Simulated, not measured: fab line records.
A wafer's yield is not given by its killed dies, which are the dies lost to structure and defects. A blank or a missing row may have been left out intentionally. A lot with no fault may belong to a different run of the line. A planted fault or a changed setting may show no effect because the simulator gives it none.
fab line records + flow n5-finfet
record:
- lots: 3
- wafers: 9
- last-day: 16
route steps=1938 shown FIN_CUT@162 STI_FIN_REVEAL@183 BEOL_M4@1111 PASSIVATION@1936
lots untouched by any fault: they come from a run of this same line in which no faults occurred
start-h: hours from the record's first day to the start of the lot's first wafer shown + wait-h: hours since the lot's step before + " repeats the value in the row above + L1.1+2: one row covering several wafers at once + - no value, or no start was given + * or withheld: withheld + < > ~ a bound
route shown NAME@n: NAME is a module with steps in the file, n the number in the route of the first one + usual: average and standard deviation across the fault-free wafers + same: alike in all rows + chamber/n: place in a boat + sites: each site's reading + _std_site: the values' standard deviation + _edge_site: outer sites' mean less inner sites' + radius-mm: how far each site lies from the wafer's centre + mask NAME#n: copy n + behind: the last tool/chamber to shape the wafer + hold: the reason the lot was held/the length of the hold in hours/how it ended + device: which transistor (n, p or np) failed to switch + end of line: at the end of the route, the tests of the same wafers + for a step that has no rows: nothing shown but its recipe + killed: not the wafer's yield, but the dies lost to structure and defects at the first sort + map: the dies of a wafer, with x for killed, . for not killed, _ for no die there
set.NAME: setting as actually run; set.NAME@STEP: the setting as run at that earlier step + model.NAME: the simulator's own value behind a step, which no gauge read
lots seen at some steps along the route; tables by step, rows by wafer
services: when a tool's chamber went out of use (start-h, in hours from the record's first day, below 0 if earlier), for how many hours, and the reason
== steps ==
step: N5_FIN_CUT_DEVELOP_07
recipe:
- develop-time-s: 30
- developer: TMAH
- resist: CAR-EUV
- rinse-liquid: surfactant-rinse
- dry: air-spin
- dev-temp-c: 23
step: N5_FIN_CUT_DESCUM_13
recipe:
- chemistry: O2
- time-s: 7
- source-power-w: 50
- bias-power-w: 20
- pressure-mtorr: 20
- rf-frequency-hz: 2.712e+07
- temp-c: 40
- resist: CAR-EUV
- o2-flow-sccm: 225
step: N5_FIN_CUT_ETCH_30
recipe:
- chemistry: N2/H2
- target: underlayer
- target-depth-a: 130
- mask-material: CAR-EUV
- time-s: 10.4
- ion-energy-ev: 200
- pressure-mtorr: 30
- source-w: 840
- bias-w: 150
- n2-flow-sccm: 200
- h2-flow-sccm: 200
- ends: cleared
step: N5_FIN_CUT_ETCH_20
recipe:
- chemistry: CF4
- target: SiARC
- target-depth-a: 260
- mask-material: CAR-EUV
- time-s: 43.3
- ion-energy-ev: 80
- pressure-mtorr: 40
- source-w: 545
- bias-w: 36
- Ar_flow_sccm: 100
- cf4-flow-sccm: 100
- ends: cleared
step: N5_FIN_CUT_ETCH_21
recipe:
- chemistry: N2/H2
- target: SOC
- target-depth-a: 2190
- overetch-a: 438
- mask-material: SiARC
- temp-c: 40
- ion-energy-ev: 100
- bias-w: 61
- time-s: 523.5
- pressure-mtorr: 30
- source-w: 850
- n2-flow-sccm: 200
- h2-flow-sccm: 200
step: N5_FIN_CUT_STRIP_23
recipe:
- chemistry: N2/H2
- temp-c: 40
- n2-flow-sccm: 200
- h2-flow-sccm: 200
- rf-frequency-hz: 6e+07
step: N5_FIN_CUT_STRIP_31
recipe:
- chemistry: N2/H2
- temp-c: 40
- n2-flow-sccm: 200
- h2-flow-sccm: 200
- rf-frequency-hz: 6e+07
step: N5_FIN_CUT_STRIP_24
recipe:
- chemistry: CF4
- resist: SiARC
- power-w: 300
- bias-power-w: 75
- pressure-mtorr: 50
- cf4-flow-sccm: 150
- rf-frequency-hz: 6e+07
step: N5_FIN_CUT_CUT_ETCH_26
recipe:
- chemistry: CH3F/O2
- target: SiNx
- target-depth-a: 390
- mask-material: SOC
- time-s: 55.7
- pressure-mtorr: 30
- source-w: 395
- bias-w: 73
- Ar_flow_sccm: 150
- CH3F_flow_sccm: 30
- O2_flow_sccm: 20
- ion-energy-ev: 120
step: N5_FIN_CUT_CUT_ETCH_27
recipe:
- chemistry: CHF3/O2
- target: SiO2
- target-depth-a: 40
- mask-material: SOC
- overetch-a: 20
- time-s: 4.9
- pressure-mtorr: 30
- source-w: 650
- bias-w: 170
- Ar_flow_sccm: 200
- CHF3_flow_sccm: 50
- O2_flow_sccm: 5
- ion-energy-ev: 200
usual:
- chamber-pressure-mTorr: 29.997/0.025
- drypump-motor-current-A: 5.5/0.38
- oes_f_703_au: 0.78/0.077
- oes-product-au: 0.62/0.06
- rf-vpp-V: 528/13
- showerhead-plenum-p-Torr: 2.44/0.076
- throttle-valve-pct: 19.00/0.2
| lot.wafer | tool        | chamber | start-h | wait-h | chamber-pressure-mTorr | drypump-motor-current-A | oes_f_703_au | oes-product-au | rf-hours-counter-h | rf-vpp-V | showerhead-plenum-p-Torr | throttle-valve-pct | model.SOC_of_FIN_CUT_COAT_18.thk-nm | model.etch.depth-nm |
|-----------|-------------|---------|---------|--------|------------------------|-------------------------|--------------|----------------|--------------------|----------|--------------------------|--------------------|-------------------------------------|---------------------|
| L482.3    | rie-diel-02 | 0       | 45.56   | 0.0    | 29.973                 | 5.6                     | 0.82         | 0.66           | 62                 | 519      | 2.46                     | 18.94              | 206.8                               | 3.968               |
| L482.5    | "           | 3       | "       | "      | 30.039                 | 5.7                     | 0.71         | 0.56           | -                  | 510      | 2.30                     | 19.16              | 207.2                               | 4                   |
| L482.6    | "           | 0       | "       | "      | 29.979                 | 5.6                     | 0.82         | 0.65           | -                  | 521      | 2.46                     | 18.96              | 207.8                               | 3.985               |
| L486.1    | rie-diel-05 | 0       | 69.21   | 0.0    | 29.973                 | 5.0                     | 0.68         | 0.55           | 217                | 538      | 2.49                     | 19.36              | 208                                 | 3.993               |
| L486.2    | "           | 3       | "       | "      | 29.979                 | 5.4                     | 0.76         | 0.61           | 139                | 526      | 2.34                     | 18.87              | 208.4                               | 4.006               |
| L486.5    | "           | 0       | "       | "      | 29.965                 | 5.0                     | 0.68         | 0.55           | -                  | 537      | 2.49                     | 19.36              | 207.8                               | 4.016               |
| L498.1    | rie-diel-02 | 0       | 141.54  | 0.0    | 29.969                 | 5.6                     | 0.78         | 0.63           | 96                 | 520      | 2.45                     | 19.00              | 207.6                               | 4.01                |
| L498.3    | "           | 3       | "       | "      | 29.972                 | 5.7                     | 0.98         | 0.75           | 3                  | 517      | 2.59                     | 18.79              | 208.4                               | 3.841               |
| L498.5    | "           | 0       | "       | "      | 29.979                 | 5.6                     | 0.78         | 0.63           | -                  | 519      | 2.45                     | 19.00              | 207.4                               | 3.992               |
step: N5_FIN_CUT_PRECLEAN_35
recipe:
- time-s: 13.3
- temp-c: 45
- pressure-torr: 125
- p-hf-torr: 3
- p-coreactant-torr: 25
- chemistry: vHF
step: N5_FIN_CUT_CUT_ETCH_15
recipe:
- chemistry: HBr/Cl2/O2
- target: Si
- target-depth-a: 1000
- bt-time-s: 10
- mask-material: SOC
- time-s: 42.4
- ion-energy-ev: *
- bias-w: *
- pressure-mtorr: 10
- icp-w: 800
- HBr_flow_sccm: 150
- Cl2_flow_sccm: 80
- O2_flow_sccm: 12
step: N5_FIN_CUT_CUT_ETCH_28
recipe:
- chemistry: HBr/Cl2/O2
- target: Si
- target-depth-a: 60
- mask-material: SOC
- time-s: 2.4
- ion-energy-ev: *
- bias-w: *
- pressure-mtorr: 10
- icp-w: 800
- HBr_flow_sccm: 150
- Cl2_flow_sccm: 80
- O2_flow_sccm: 12
step: N5_FIN_CUT_STRIP_22
recipe:
- chemistry: N2/H2
- power-w: 500
- temp-c: 40
- pressure-mtorr: 50
- rf-frequency-hz: 6e+07
- overash-fraction: 0.3
- bias-power-w: 8
- h2-frac: 0.5
- n2-flow-sccm: 300
- h2-flow-sccm: 300
step: N5_FIN_CUT_PRECLEAN_36
recipe:
- chemistry: O3/DIW
- time-s: 60
- temp-c: 22
- o3-ppm: 10
step: N5_FIN_CUT_SRD_32
recipe:
- dry: ipa-marangoni
- time-s: 30
- temp-c: 23
- rinse-liquid: diw
step: N5_FIN_CUT_UV_OZONE_34
recipe:
- time-s: 120
- pressure-torr: 760
- temp-c: 25
step: N5_STI_FIN_REVEAL_ALD_00
recipe:
- material: SiO2
- target-thk-a: 10
- temp-c: 300
- ald-precursor-family: BDEAS
- ald-co-reactant: O2-plasma
- pulse-time-s: 1
- pressure-torr: 2
step: N5_STI_FIN_REVEAL_ALD_14
recipe:
- material: Si3N4
- target-thk-a: 30
- temp-c: 400
- ald-precursor-family: SiH2I2
- ald-co-reactant: N2/H2-plasma
- pressure-torr: 2
step: N5_STI_FIN_REVEAL_FCVD_FILL_01
recipe:
- material: SiO2_flowable
- target-thk-a: 3120
- temp-c: 100
- pressure-torr: 0.8
- rf-w: 2000
- time-s: 512.2
step: N5_STI_FIN_REVEAL_DENSIFY_02
recipe:
- temp-c: 650
- ambient: steam
- time-s: 1800
- idle-temp-c: 400
- densification-p-h2o-torr: 640
step: N5_STI_FIN_REVEAL_CMP_04
recipe:
- stop-on: Si3N4
- t-overpolish-s: 4
- down-force-psi: 2
- platen-rpm: 54.18
- post-cmp-clean: alkaline-brush
- pad-velocity-m-s: 1.078
- target-thk-nm: 131.83
step: N5_STI_FIN_REVEAL_DENSIFY_30
recipe:
- temp-c: *
- time-s: *
- ambient: N2
- idle-temp-c: 600
- ramp-up-c-per-s: 150
- ramp-down-c-per-s: 60
- cool-to-c: 600
step: N5_STI_FIN_REVEAL_ETCHBACK_08
recipe:
- chemistry: C4F6/O2
- target: SiO2
- target-depth-a: 305
- time-s: 10.167
- ion-energy-ev: 250
- pressure-mtorr: 30
- source-w: 345
- bias-w: 185
- Ar_flow_sccm: 300
- C4F6_flow_sccm: 10
- O2_flow_sccm: 10
step: N5_STI_FIN_REVEAL_STRIP_24
recipe:
- chemistry: N2/H2
- time-s: 90
- power-w: 100
- temp-c: 40
- pressure-mtorr: 100
- rf-frequency-hz: 6e+07
- bias-power-w: 3
- n2-flow-sccm: 300
- h2-flow-sccm: 300
step: N5_STI_FIN_REVEAL_PRECLEAN_25
recipe:
- chemistry: SPM
- time-s: 90
- temp-c: 120
- mix: 4:1
step: N5_STI_FIN_REVEAL_PRECLEAN_26
recipe:
- chemistry: SC1
- time-s: 45
- temp-c: 46
- mix: 1:2:100
step: N5_STI_FIN_REVEAL_PRECLEAN_29
recipe:
- chemistry: DHF
- time-s: 30
- temp-c: 25
- dilution: 300:1
step: N5_STI_FIN_REVEAL_SRD_12
recipe:
- time-s: 30
- temp-c: 23
- rinse-liquid: diw
- dry: ipa-marangoni
step: N5_STI_FIN_REVEAL_RECESS_09
recipe:
- chemistry: HF/NH3
- target: SiO2
- afs-cycles: 11
- target-depth-a: 425
- temp-c: 30
- sublimation-temp-c: 180
- sublimation-time-s: 60
step: N5_STI_FIN_REVEAL_STRIP_16
recipe:
- chemistry: H3PO4
- material: SiNx
- temp-c: 165
- target-depth-a: 238
- overetch-fraction: 0.4964
- dry: ipa-marangoni
step: N5_STI_FIN_REVEAL_PRECLEAN_17
recipe:
- chemistry: NF3:NH3
- afs-cycles: 1
- temp-c: 30
- time-s: 20
- sublimation-temp-c: 180
- sublimation-time-s: 60
- pressure-torr: 3
- rf-power-w: 30
step: N5_STI_FIN_REVEAL_ETCH_34
recipe:
- chemistry: H2
- mode: isotropic
- material: Si
- target: Si
- target-depth-a: 9.7
- temp-c: 20
- pressure-mtorr: 4.5
- icp-w: 300
- bias-w: 0
- h2-flow-sccm: 7.5
- he-flow-sccm: 142.5
step: N5_STI_FIN_REVEAL_OXIDATION_31
recipe:
- chemistry: O2_PLASMA_REMOTE
- temp-c: 150
- time-s: 20
- pressure-mtorr: 1000
- source-power-w: 2000
- o2-flow-sccm: 3000
step: N5_STI_FIN_REVEAL_PRECLEAN_32
recipe:
- chemistry: NF3:NH3
- afs-cycles: 1
- temp-c: 30
- time-s: 20
- sublimation-temp-c: 180
- sublimation-time-s: 60
- pressure-torr: 3
- rf-power-w: 30
step: N5_STI_FIN_REVEAL_STRIP_35
recipe:
- chemistry: H3PO4
- material: Si3N4
- temp-c: 165
- target-depth-a: 40
- time-s: 39
step: N5_STI_FIN_REVEAL_SRD_21
recipe:
- dry: ipa-marangoni
- time-s: 30
- temp-c: 23
- rinse-liquid: diw
step: N5_BEOL_M4_RC_MEAS_101
usual:
- DIBL_N: 36.1/1.6
- DIBL_P: 35.7/1.8
- IOFF_N: 0.159/0.027
- IOFF_P: 0.21/0.03
- ION_N: 673/10
- ION_P: 462/7.4
- SS_N: 71.4/0.56
- SS_P: 73.2/0.61
- VT_N: 249.7/3
- VT_P: -250/3.1
| lot.wafer | tool      | chamber | start-h | wait-h | DIBL_N[mV/V] | DIBL_P[mV/V] | IOFF_N[nA/um] | IOFF_P[nA/um] | ION_N[uA/um] | ION_P[uA/um] | SS_N[mV/dec] | SS_P[mV/dec] | VT_N[mV] | VT_P[mV] |
|-----------|-----------|---------|---------|--------|--------------|--------------|---------------|---------------|--------------|--------------|--------------|--------------|----------|----------|
| L482.3    | prober-02 | 0       | 183.41  | 0.3    | 34.8         | 31.8         | 0.148         | 0.21          | 670          | 467          | 71.1         | 73.0         | 248.4    | -247     |
| L482.5    | "         | 0       | "       | "      | 35.4         | 33.2         | 0.164         | 0.24          | 679          | 471          | 71.2         | 72.8         | 247.5    | -244     |
| L482.6    | "         | 0       | "       | "      | 36.4         | 34.3         | 0.176         | 0.26          | 679          | 466          | 71.6         | 73.2         | 246.5    | -245     |
| L486.1    | prober-01 | 0       | 199.26  | 0.3    | 37.0         | 35.0         | 0.156         | 0.19          | 680          | 459          | 71.6         | 72.9         | 250.1    | -249     |
| L486.2    | "         | 0       | "       | "      | 36.6         | 35.1         | 0.156         | 0.20          | 679          | 470          | 71.8         | 72.3         | 251.7    | -250     |
| L486.5    | "         | 0       | "       | "      | 37.1         | 34.1         | 0.142         | 0.18          | 660          | 450          | 71.5         | 72.8         | 251.9    | -253     |
| L498.1    | prober-02 | 0       | 282.78  | 0.0    | 37.0         | 35.5         | 0.168         | 0.20          | 664          | 462          | 72.1         | 72.5         | 246.6    | -250     |
| L498.5    | "         | 0       | "       | "      | 35.6         | 32.1         | 0.128         | 0.16          | 649          | 445          | 72.3         | 72.1         | 256.6    | -255     |
step: N5_PASSIVATION_PROBE_49
usual:
- defect-limited-yield: 91.0/1.3
- killed_at_M0_to_M3: 33/10
- killed_at_M4_up: 14/5.6
- killed-at-contacts: 12/5.8
- killed-at-front-end: 43/11
- killed-at-other: 4.1/2.8
- killed-dies: 106/15
- killed-on-rim: 14/3.9
- killed-open: 70/12
- killed-short: 34/7.5
- sort_bin_5_function: 5.3/0.88
- sort_bin_6_memory: 3.3/0.64
- sort-n-pass: 1074/15
- sort-yield-pct: 91.0/1.3
same:
- gross-dies: 1180
- killed-at-back-side: 0
- sort_bin_4_leakage[%]: 0
- sort_bin_8_speed[%]: 0
| lot.wafer | tool      | chamber | start-h | wait-h | defect-limited-yield[%] | killed_at_M0_to_M3 | killed_at_M4_up | killed-at-contacts | killed-at-front-end | killed-at-other | killed-dies | killed-on-rim | killed-open | killed-short | sort_bin_5_function[%] | sort_bin_6_memory[%] | sort-n-pass | sort-yield-pct[%] |
|-----------|-----------|---------|---------|--------|-------------------------|--------------------|-----------------|--------------------|---------------------|-----------------|-------------|---------------|-------------|--------------|------------------------|----------------------|-------------|-------------------|
| L498.3    | prober-02 | -       | 380.26  | 0.1    | 5.7                     | 39                 | 13              | 21                 | 1035                | 5               | 1113        | 118           | 78          | 28           | 90.5                   | 3.4                  | 67          | 5.7               |
killed by level:class
L498.3 FIN_CUT:area-etch=1007 MOL_CONTACT_COAG:geometric-particle:open=19 BEOL_M0_SAQP:geometric-particle:open=11 BEOL_M3:geometric-particle:open=8 STI_FIN_REVEAL:geometric-particle:open=7 BEOL_M1:geometric-particle:short=6 BEOL_M5:geometric-particle:open=6 BEOL_M0_SAQP:geometric-particle:short=4
map L498.3 (x killed, . not)
_________________xxxxxxxxxxxx________________
______________xxxxxxxxxxxxxxxxxx_____________
___________xx.xxxxxxxxxxxxxxxxxxxxx__________
__________xx.xxxxxxxxxxxxxxxxxxxxxxx_________
________xxxxxxxxxxxxxxxxxxxxxxxxxxxxxx_______
_______xxxx.xxxxxxxxxxxxxxxxxxxxxxxxxxx______
______xxxxxxxxxxxxxxxxxxxxxxxxxxxxxxxxxx_____
_____.xxxxxxxxxxxxxxxxxxxxxxxxxxxxxxxxxxx____
____...xxxxxxxxxxxxxxxxxxxxxxxxxxxxxxxxxxx___
___..x.xxxxxxxxxxxxxxxxxxxxxxxxxxxxxxxxxxxx__
___.x..xxxxxxxxxxxxxxxxxxxxxxxxxxxxxxxxxxxx__
__..x.xxxxxxxxxxxxxxxxxxxxxxxxxxxxxxxxxxxxxx_
__xxxxxxxxxxxxxxxxxxxxxxxxxxxxxxxxxxxxxxxxxx_
_..xxxxxxxxxxxxxxxxxxxxxxxxxxxxxxxx.xxxxxxxxx
_xxxxxxxxxxxxxxxxxxxxxxxxxxxxxxxxxxxxxxxxxxxx
_.xxxxxxxxxxxxxxxxxxxxxxxxxxxxxxxxxxxxxxxxxxx
_xxxxxxxxxx.xxxxxxxxxxxxxxxxxxxxxxxxxxxxxxxxx
_xxxxxxxxxxxxxxxxxxxxxxxxxxxxxxxxxxxxxxxxxxxx
_x.xxxxxxxxxxxxxxxxxxxxxxxxxxxxxxxxxxxxxxxxxx
_xxxxxxxxxxxxxxxxxxxxxxxxxxxxxxxxx.xxxxxxxxxx
_..xxxxxxxxxxxxxxxxxxxxxxxxxxxxxxxxxxxxxxxx.x
__..xx..xxxxxxxxxxxxxxxxxxxxxxxxxxxxxxxxxxxx_
__..x..x.xxxxx.xxxxxxxxxxxxxxxxxxxxxxxxxxxxx_
___xxx...xxxxxxxxxxxxxxxxxxxxxxxxxxxxxxxxxx__
___.x.x..xxxxxxxxxxxxxxxxxxxxxxxxxxxxxxxxxx__
____x.xxxxxxxxxxxxxxxxxxxxxxxxxxxxxxxxxxxx___
_____.xxx.xxxxxxxxxxxxxxxxxxxxxxx.xxxxxxx____
______....xxxxxxxxxxxxxxxxxxxxxxxxxxxxxx_____
_______xx.x.xxxxxxxxxxxxxxxxxxxxxxxxxxx______
________xx.x.xxxxxxxxxxxxxxxxxxxxxxxx._______
__________..xx.xxxxxxxxxxxxxxxxxxxxx_________
___________..x.xxxxxxxxxxxxxxxx.xxx__________
______________..xxxxxxx.xxxxxxxx_____________
_________________xxx.xxxxxxxx________________
map L482.5 (x killed, . not)
_________________.x.......x.x________________
______________.................x_____________
___________...x.....x......x.....x.__________
__________....x....................._________
________....x......................x.._______
_______.....................x.....x....______
______.................................._____
_____x............x...............x......____
____...........x..x...x.........x.........___
___....x.............x............x........__
___...................................x....__
__.x....................x.x................._
__....................x....x................_
_.x....x...................x......x..........
_.......x.................x..................
_...xxx..........x.....x......x......x.......
_....x...........x.........x.....x..x...x....
_x....x.............................x........
_x....x..x..................x................
_.x..x..........x....x.x.........x.x........x
_......x.x......................x......x.x...
__x.............x......................xx..._
__............x......................x......_
___....x...x.......x...x.......x.xx.....x..__
___.......................................x__
____..x.....x..............x.............x___
_____...x......................x.........____
______....x.............x.....x........._____
_______..........................x.....______
________..........................x..._______
__________...................x.....x_________
___________......x.......x.x.......__________
______________......x.x........._____________
_________________........x...________________
== services ==
| tool        | chamber | start-h | hours | kind                          |
|-------------|---------|---------|-------|-------------------------------|
| rie-diel-02 | 1       | 24.86   | -     | clean                         |
| rie-diel-02 | 1       | 24.86   | -     | consumable-replace:focus-ring |
| rie-diel-02 | 1       | 24.86   | 16.6  | scheduled-down                |
| rie-diel-02 | 1       | 24.86   | 16.6  | vent-cycle                    |
| rie-diel-02 | 0       | 28.01   | 4.1   | repair                        |
| rie-diel-02 | 3       | 50.39   | 12.1  | repair                        |
| rie-diel-02 | 3       | 66.11   | 4.3   | repair                        |
| rie-diel-05 | 0       | 66.63   | 1.9   | repair                        |
| rie-diel-02 | 3       | 117.94  | -     | clean                         |
| rie-diel-02 | 3       | 117.94  | -     | consumable-replace:focus-ring |
| rie-diel-02 | 3       | 117.94  | -     | consumable-replace:showerhead |
| rie-diel-02 | 3       | 117.94  | 14.9  | scheduled-down                |
| rie-diel-02 | 3       | 117.94  | 14.9  | vent-cycle                    |
| rie-diel-05 | 2       | 128.71  | 1.6   | repair                        |
| rie-diel-05 | -       | 139.60  | 0.4   | repair                        |
== key ==
first-sign:
- step: N5_PASSIVATION_PROBE_49
- reading: sort_bin_5_function
- direction: up
- sigmas: 97
- usual: 5.3
- struck: 90.5
effect:
- step: N5_PASSIVATION_PROBE_49
- reading: killed-at-front-end
- direction: up
- sigmas: 92
- usual: 43
- struck: 1035
model-effect:
- step: N5_FIN_CUT_CUT_ETCH_27
- value: SOC_of_FIN_CUT_COAT_18.thk-nm
- without: 207
- struck: 208.4
more-kills-born-at:
- N5_FIN_CUT_CUT_ETCH_27@rie-diel-02: 1007
met-at N5_FIN_CUT_CUT_ETCH_27
struck-wafers L498.3
later-rows-left-out L498.3
onset-between 45.56 141.54
fault:
- kind: process-parameter-drift
- tool: rie-diel-02
- chamber: 3
- onset-h: 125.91
- steps: N5_FIN_CUT_CUT_ETCH_27
- channel: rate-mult
- offset: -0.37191
- shape: step
- end-h: 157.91
later-rows-left-out: the simulator's readings of these wafers behind a module that went badly wrong aren't trusted and aren't shown, but for the sort
